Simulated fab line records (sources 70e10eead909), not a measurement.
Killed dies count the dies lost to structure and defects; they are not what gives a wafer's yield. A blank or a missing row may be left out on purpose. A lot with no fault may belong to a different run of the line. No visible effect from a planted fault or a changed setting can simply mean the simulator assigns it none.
fab line records || flow nandHarc
[record] {"lots": 6, "wafers": 18, "lastDay": 33}
route steps=1302 shown P_BONDPAD@386 A_START@389 A_ZERO_WELL@390
lots with no fault: from the same line, run without faults
startH: hours from the record's first day to the start of the lot's first wafer shown || waitH: hours elapsed since this lot's preceding step || " unchanged from the row above || L1.1+2: a row that stands for several wafers || - no value, or no start was given || * or withheld: withheld || < > ~ a bound
route shown NAME@n: NAME is a module with steps in the file, n the number in the route of the first one || usual: mean/standard deviation of fault-free wafers || same: alike in all rows || chamber/n: place in a boat || sites: the reading at each site || _std_site: standard deviation across them || _edge_site: the outer-site mean with the inner-site mean subtracted || radiusMm: for every site, how far away it sits from the centre of the wafer || mask NAME#n: copy n || behind: the tool/chamber that last shaped the wafer || hold: why the lot was held/for how many hours/how that ended || device: transistor that didn't switch, given as n, p or np || end of line: tests of these same wafers at the route's end || a step with no rows: only its recipe || killed: dies lost to structure and defects at the first sort, not the wafer's yield || map: a wafer's dies, x killed, . not, _ none there
set.NAME: the setting that was run; set.NAME@STEP: the one run at that earlier step || model.NAME: the simulator's own value behind a step, which no gauge read
certain route steps with their lots: each step a table, each wafer a row
services: from which hour (startH, from the record's first day; less than 0 if before it) a tool's chamber was out of use, for how many hours, and why
[[steps]]
[step NHARC_P_BONDPAD_ACTIVATE_29]
[recipe] {"timeS": 60, "n2FlowSccm": 200, "arFlowSccm": 0, "biasPowerW": 0, "chemistry": "N2"}
[usual] {"drypumpMotorCurrentA": "5.6/0.51", "oesProductAu": "0.997/0.0094", "rfVppV": "64.2/0.86", "showerheadPlenumPTorr": "1.77/0.066"}
{"lot.wafer": "L627.2", "tool": "rieDiel-05", "chamber": 3, "startH": 153.52, "waitH": 0.1, "drypumpMotorCurrentA": 4.7, "oesProductAu": 1.007, "rfHoursCounterH": 4.2, "rfVppV": 64.9, "showerheadPlenumPTorr": 1.72}
{"lot.wafer": "L627.3", "tool": "rieDiel-05", "chamber": 1, "startH": 153.52, "waitH": 0.1, "drypumpMotorCurrentA": 5.8, "oesProductAu": 1.019, "rfHoursCounterH": 5.0, "rfVppV": 64.3, "showerheadPlenumPTorr": 1.82}
{"lot.wafer": "L627.5", "tool": "rieDiel-05", "chamber": 3, "startH": 153.52, "waitH": 0.1, "drypumpMotorCurrentA": 4.7, "oesProductAu": 1.005, "rfHoursCounterH": "-", "rfVppV": 64.5, "showerheadPlenumPTorr": 1.72}
{"lot.wafer": "L633.2", "tool": "rieDiel-08", "chamber": 3, "startH": 212.30, "waitH": 0.1, "drypumpMotorCurrentA": 6.5, "oesProductAu": 1.000, "rfHoursCounterH": 6.4, "rfVppV": 63.8, "showerheadPlenumPTorr": 1.81}
{"lot.wafer": "L633.1", "tool": "rieDiel-08", "chamber": 1, "startH": 212.30, "waitH": 0.1, "drypumpMotorCurrentA": 5.6, "oesProductAu": 0.998, "rfHoursCounterH": 6.3, "rfVppV": 65.5, "showerheadPlenumPTorr": 1.75}
{"lot.wafer": "L633.6", "tool": "rieDiel-08", "chamber": 2, "startH": 212.30, "waitH": 0.1, "drypumpMotorCurrentA": 5.9, "oesProductAu": 0.989, "rfHoursCounterH": "-", "rfVppV": 64.4, "showerheadPlenumPTorr": 1.65}
{"lot.wafer": "L643.3", "tool": "rieDiel-08", "chamber": 1, "startH": 305.55, "waitH": 0.1, "drypumpMotorCurrentA": 5.6, "oesProductAu": 1.003, "rfHoursCounterH": 1.4, "rfVppV": 64.5, "showerheadPlenumPTorr": 1.75}
{"lot.wafer": "L643.1", "tool": "rieDiel-08", "chamber": 2, "startH": 305.55, "waitH": 0.1, "drypumpMotorCurrentA": 5.8, "oesProductAu": 0.995, "rfHoursCounterH": 1.4, "rfVppV": 65.0, "showerheadPlenumPTorr": 1.65}
{"lot.wafer": "L643.6", "tool": "rieDiel-08", "chamber": 1, "startH": 305.55, "waitH": 0.1, "drypumpMotorCurrentA": 5.5, "oesProductAu": 1.004, "rfHoursCounterH": "-", "rfVppV": 63.1, "showerheadPlenumPTorr": 1.75}
{"lot.wafer": "L644.4", "tool": "rieDiel-08", "chamber": 2, "startH": 314.45, "waitH": 0.1, "drypumpMotorCurrentA": 5.9, "oesProductAu": 1.002, "rfHoursCounterH": 1.6, "rfVppV": 64.1, "showerheadPlenumPTorr": 1.65}
{"lot.wafer": "L644.3", "tool": "rieDiel-08", "chamber": 3, "startH": 314.45, "waitH": 0.1, "drypumpMotorCurrentA": 6.4, "oesProductAu": 1.002, "rfHoursCounterH": 1.5, "rfVppV": 63.8, "showerheadPlenumPTorr": 1.81}
{"lot.wafer": "L644.1", "tool": "rieDiel-08", "chamber": 1, "startH": 314.45, "waitH": 0.1, "drypumpMotorCurrentA": 5.6, "oesProductAu": 1.002, "rfHoursCounterH": 1.6, "rfVppV": 65.4, "showerheadPlenumPTorr": 1.75}
{"lot.wafer": "L647.3", "tool": "rieDiel-08", "chamber": 1, "startH": 343.17, "waitH": 0.1, "drypumpMotorCurrentA": 5.6, "oesProductAu": 1.000, "rfHoursCounterH": 2.5, "rfVppV": 64.6, "showerheadPlenumPTorr": 1.75}
{"lot.wafer": "L647.4", "tool": "rieDiel-08", "chamber": 0, "startH": 343.17, "waitH": 0.1, "drypumpMotorCurrentA": 5.8, "oesProductAu": 0.984, "rfHoursCounterH": 2.5, "rfVppV": 64.2, "showerheadPlenumPTorr": 1.79}
{"lot.wafer": "L647.6", "tool": "rieDiel-08", "chamber": 1, "startH": 343.17, "waitH": 0.1, "drypumpMotorCurrentA": 5.6, "oesProductAu": 1.009, "rfHoursCounterH": "-", "rfVppV": 64.3, "showerheadPlenumPTorr": 1.75}
{"lot.wafer": "L648.4", "tool": "rieDiel-08", "chamber": 2, "startH": 354.31, "waitH": 0.1, "drypumpMotorCurrentA": 5.8, "oesProductAu": 0.994, "rfHoursCounterH": 2.7, "rfVppV": 64.5, "showerheadPlenumPTorr": 1.65}
{"lot.wafer": "L648.6", "tool": "rieDiel-08", "chamber": 2, "startH": 354.31, "waitH": 0.1, "drypumpMotorCurrentA": 5.9, "oesProductAu": 0.993, "rfHoursCounterH": "-", "rfVppV": 64.3, "showerheadPlenumPTorr": 1.65}
{"lot.wafer": "L648.5", "tool": "rieDiel-08", "chamber": 3, "startH": 354.31, "waitH": 0.1, "drypumpMotorCurrentA": 6.5, "oesProductAu": 1.019, "rfHoursCounterH": "-", "rfVppV": 64.8, "showerheadPlenumPTorr": 1.81}
[step NHARC_P_BONDPAD_PRECLEAN_30]
[recipe] {"timeS": 300, "tempC": 23, "chemistry": "DIW"}
[step NHARC_P_BONDPAD_SRD_31]
[recipe] {"timeS": 30, "tempC": 23, "dryTimeS": 20, "spinRpm": 1500}
[step NHARC_A_START_INSPECT_01]
[usual] {"rawDefectCount": "3.3/1.9"}
{"lot.wafer": "L627.2", "tool": "defectInspect-02", "chamber": "-", "startH": 153.91, "waitH": "-", "rawDefectCount": 2}
{"lot.wafer": "L627.3", "tool": "defectInspect-02", "chamber": "-", "startH": 153.91, "waitH": "-", "rawDefectCount": 9}
{"lot.wafer": "L627.5", "tool": "defectInspect-02", "chamber": "-", "startH": 153.91, "waitH": "-", "rawDefectCount": 3}
{"lot.wafer": "L633.1", "tool": "defectInspect-01", "chamber": "-", "startH": 212.69, "waitH": "-", "rawDefectCount": 3}
{"lot.wafer": "L633.2", "tool": "defectInspect-01", "chamber": "-", "startH": 212.69, "waitH": "-", "rawDefectCount": 2}
{"lot.wafer": "L633.6", "tool": "defectInspect-01", "chamber": "-", "startH": 212.69, "waitH": "-", "rawDefectCount": 1}
{"lot.wafer": "L643.1", "tool": "defectInspect-02", "chamber": "-", "startH": 305.95, "waitH": "-", "rawDefectCount": 2}
{"lot.wafer": "L643.3", "tool": "defectInspect-02", "chamber": "-", "startH": 305.95, "waitH": "-", "rawDefectCount": 3}
{"lot.wafer": "L643.6", "tool": "defectInspect-02", "chamber": "-", "startH": 305.95, "waitH": "-", "rawDefectCount": 6}
{"lot.wafer": "L644.1", "tool": "defectInspect-01", "chamber": "-", "startH": 314.86, "waitH": "-", "rawDefectCount": 2}
{"lot.wafer": "L644.3", "tool": "defectInspect-01", "chamber": "-", "startH": 314.86, "waitH": "-", "rawDefectCount": 3}
{"lot.wafer": "L644.4", "tool": "defectInspect-01", "chamber": "-", "startH": 314.86, "waitH": "-", "rawDefectCount": 6}
{"lot.wafer": "L647.3", "tool": "defectInspect-02", "chamber": "-", "startH": 343.58, "waitH": "-", "rawDefectCount": 3}
{"lot.wafer": "L647.4", "tool": "defectInspect-02", "chamber": "-", "startH": 343.58, "waitH": "-", "rawDefectCount": 4}
{"lot.wafer": "L647.6", "tool": "defectInspect-02", "chamber": "-", "startH": 343.58, "waitH": "-", "rawDefectCount": 2}
{"lot.wafer": "L648.4", "tool": "defectInspect-01", "chamber": "-", "startH": 354.72, "waitH": "-", "rawDefectCount": 2}
{"lot.wafer": "L648.5", "tool": "defectInspect-01", "chamber": "-", "startH": 354.72, "waitH": "-", "rawDefectCount": 2}
{"lot.wafer": "L648.6", "tool": "defectInspect-01", "chamber": "-", "startH": 354.72, "waitH": "-", "rawDefectCount": 4}
[step NHARC_A_ZERO_WELL_PRECLEAN_00]
[recipe] {"timeS": 600, "tempC": 120, "chemistry": "SPM"}
[step NHARC_A_ZERO_WELL_SRD_01]
[step NHARC_A_ZERO_WELL_DEHYDRATE_02]
[recipe] {"tempC": 150, "timeS": 120}
[step NHARC_A_ZERO_WELL_HMDS_03]
[recipe] {"timeS": 30}
[step NHARC_A_ZERO_WELL_COAT_18]
[recipe] {"tempC": 200, "timeS": 65}
[step NHARC_A_ZERO_WELL_COAT_04]
[recipe] {"spinRpm": 2000, "resistThkNm": 600}
[step NHARC_A_ZERO_WELL_SOFTBAKE_05]
[recipe] {"tempC": 125, "timeS": 70}
[step NHARC_A_ZERO_WELL_EBR_06]
[step NHARC_A_ZERO_WELL_EXPOSE_07]
[recipe] {"na": 0.55, "doseMj": 33.85, "maskId": "A_ZERO"}
[usual] {"exposureDoseMJCm2": "33.85/0.037", "focusOffsetNm": "-0.1/0.51"}
{"lot.wafer": "L627.2", "tool": "krfScanner-02", "chamber": 0, "startH": 154.61, "waitH": "-", "mask": "A_ZERO#0", "exposureDoseMJCm2": 33.88, "focusOffsetNm": 0.1}
{"lot.wafer": "L627.3", "tool": "krfScanner-02", "chamber": 0, "startH": 154.61, "waitH": "-", "mask": "A_ZERO#0", "exposureDoseMJCm2": 33.87, "focusOffsetNm": 0.6}
{"lot.wafer": "L627.5", "tool": "krfScanner-02", "chamber": 0, "startH": 154.61, "waitH": "-", "mask": "A_ZERO#0", "exposureDoseMJCm2": 33.82, "focusOffsetNm": 0.0}
{"lot.wafer": "L633.1", "tool": "krfScanner-02", "chamber": 0, "startH": 213.38, "waitH": "-", "mask": "A_ZERO#0", "exposureDoseMJCm2": 33.88, "focusOffsetNm": -0.3}
{"lot.wafer": "L633.2", "tool": "krfScanner-02", "chamber": 0, "startH": 213.38, "waitH": "-", "mask": "A_ZERO#0", "exposureDoseMJCm2": 33.86, "focusOffsetNm": -0.1}
{"lot.wafer": "L633.6", "tool": "krfScanner-02", "chamber": 0, "startH": 213.38, "waitH": "-", "mask": "A_ZERO#0", "exposureDoseMJCm2": 33.86, "focusOffsetNm": 0.1}
{"lot.wafer": "L643.1", "tool": "krfScanner-03", "chamber": "-", "startH": 306.64, "waitH": "-", "mask": "A_ZERO#0", "exposureDoseMJCm2": "-", "focusOffsetNm": "-"}
{"lot.wafer": "L643.3", "tool": "krfScanner-03", "chamber": "-", "startH": 306.64, "waitH": "-", "mask": "A_ZERO#0", "exposureDoseMJCm2": "-", "focusOffsetNm": "-"}
{"lot.wafer": "L643.6", "tool": "krfScanner-03", "chamber": "-", "startH": 306.64, "waitH": "-", "mask": "A_ZERO#0", "exposureDoseMJCm2": "-", "focusOffsetNm": "-"}
{"lot.wafer": "L644.1", "tool": "krfScanner-02", "chamber": "-", "startH": 315.55, "waitH": "-", "mask": "A_ZERO#0", "exposureDoseMJCm2": "-", "focusOffsetNm": "-"}
{"lot.wafer": "L644.3", "tool": "krfScanner-02", "chamber": "-", "startH": 315.55, "waitH": "-", "mask": "A_ZERO#0", "exposureDoseMJCm2": "-", "focusOffsetNm": "-"}
{"lot.wafer": "L644.4", "tool": "krfScanner-02", "chamber": "-", "startH": 315.55, "waitH": "-", "mask": "A_ZERO#0", "exposureDoseMJCm2": "-", "focusOffsetNm": "-"}
{"lot.wafer": "L647.3", "tool": "krfScanner-02", "chamber": 0, "startH": 344.15, "waitH": "-", "mask": "A_ZERO#0", "exposureDoseMJCm2": 33.90, "focusOffsetNm": -0.5}
{"lot.wafer": "L647.4", "tool": "krfScanner-02", "chamber": 0, "startH": 344.15, "waitH": "-", "mask": "A_ZERO#0", "exposureDoseMJCm2": 33.88, "focusOffsetNm": -0.2}
{"lot.wafer": "L647.6", "tool": "krfScanner-02", "chamber": 0, "startH": 344.15, "waitH": "-", "mask": "A_ZERO#0", "exposureDoseMJCm2": 33.88, "focusOffsetNm": 0.2}
{"lot.wafer": "L648.4", "tool": "krfScanner-01", "chamber": 0, "startH": 355.42, "waitH": "-", "mask": "A_ZERO#0", "exposureDoseMJCm2": 33.81, "focusOffsetNm": 1.0}
{"lot.wafer": "L648.5", "tool": "krfScanner-01", "chamber": 0, "startH": 355.42, "waitH": "-", "mask": "A_ZERO#0", "exposureDoseMJCm2": 33.85, "focusOffsetNm": 0.2}
{"lot.wafer": "L648.6", "tool": "krfScanner-01", "chamber": 0, "startH": 355.42, "waitH": "-", "mask": "A_ZERO#0", "exposureDoseMJCm2": 33.84, "focusOffsetNm": 0.2}
[step NHARC_A_ZERO_WELL_PEB_08]
[recipe] {"pebTempC": 128, "pebTimeS": 80}
[[services]]
{"tool": "krfScanner-01", "chamber": "-", "startH": 140.00, "hours": 4.0, "kind": "pm"}
{"tool": "rieDiel-08", "chamber": 0, "startH": 145.30, "hours": "-", "kind": "clean"}
{"tool": "rieDiel-08", "chamber": 1, "startH": 145.30, "hours": "-", "kind": "clean"}
{"tool": "rieDiel-08", "chamber": 2, "startH": 145.30, "hours": "-", "kind": "clean"}
{"tool": "rieDiel-08", "chamber": 3, "startH": 145.30, "hours": "-", "kind": "clean"}
{"tool": "rieDiel-08", "chamber": 0, "startH": 153.47, "hours": 6.4, "kind": "repair"}
{"tool": "krfScanner-03", "chamber": "-", "startH": 154.08, "hours": 0.6, "kind": "repair"}
{"tool": "rieDiel-08", "chamber": 0, "startH": 169.80, "hours": "-", "kind": "clean"}
{"tool": "rieDiel-08", "chamber": 1, "startH": 169.80, "hours": "-", "kind": "clean"}
{"tool": "rieDiel-08", "chamber": 2, "startH": 169.80, "hours": "-", "kind": "clean"}
{"tool": "rieDiel-08", "chamber": 3, "startH": 169.80, "hours": "-", "kind": "clean"}
{"tool": "rieDiel-08", "chamber": 1, "startH": 171.59, "hours": 1.4, "kind": "repair"}
{"tool": "rieDiel-05", "chamber": 1, "startH": 193.36, "hours": 6.4, "kind": "repair"}
{"tool": "rieDiel-08", "chamber": 0, "startH": 194.30, "hours": "-", "kind": "clean"}
{"tool": "rieDiel-08", "chamber": 1, "startH": 194.30, "hours": "-", "kind": "clean"}
{"tool": "rieDiel-05", "chamber": 1, "startH": 210.38, "hours": 19.4, "kind": "repair"}
{"tool": "rieDiel-08", "chamber": "-", "startH": 215.30, "hours": 9.0, "kind": "pm"}
{"tool": "krfScanner-03", "chamber": "-", "startH": 224.00, "hours": 4.0, "kind": "pm"}
{"tool": "krfScanner-02", "chamber": "-", "startH": 226.81, "hours": 1.2, "kind": "repair"}
{"tool": "rieDiel-05", "chamber": "-", "startH": 232.31, "hours": 9.0, "kind": "pm"}
{"tool": "krfScanner-02", "chamber": "-", "startH": 266.00, "hours": 4.0, "kind": "pm"}
{"tool": "krfScanner-01", "chamber": "-", "startH": 312.00, "hours": 4.0, "kind": "pm"}
{"tool": "krfScanner-02", "chamber": "-", "startH": 321.65, "hours": 0.4, "kind": "repair"}
{"tool": "krfScanner-03", "chamber": "-", "startH": 340.02, "hours": 2.0, "kind": "repair"}
[[key]]
[firstSign] {"step": "NHARC_A_ZERO_WELL_EXPOSE_07", "reading": "toolRecord", "direction": "missing"}
effect none on later readings
metAt NHARC_A_ZERO_WELL_EXPOSE_07
struckWafers L643.1,L643.3,L643.6,L644.1,L644.3,L644.4
laterRowsLeftOut L643.1,L643.3,L643.6,L644.1,L644.3,L644.4
sortLeftOut L643.1,L643.3,L643.6,L644.1,L644.3,L644.4
testerLeftOut L643,L644
onsetBetween 213.38 306.64
[fault] {"kind": "skippedStepWhole", "tool": "krfScanner-02,krfScanner-03", "chamber": "-", "onsetH": 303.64, "steps": "NHARC_A_ZERO_WELL_EXPOSE_07", "scope": "struckLotsOnly"}
// testerLeftOut: of these lots the tester's yield and bins aren't shown, on N5 and GAA mostly nor the transistor test; their killed dies are dies lost to structure and defects alone, not to doping, threshold or leakage, so they don't give the yield
// sortLeftOut: the simulated sort isn't trusted on such a fault, so these wafers' sort isn't shown, and their yield isn't known
// laterRowsLeftOut: the simulator's readings of these wafers behind a module that went badly wrong aren't trusted and aren't shown, but for the sort
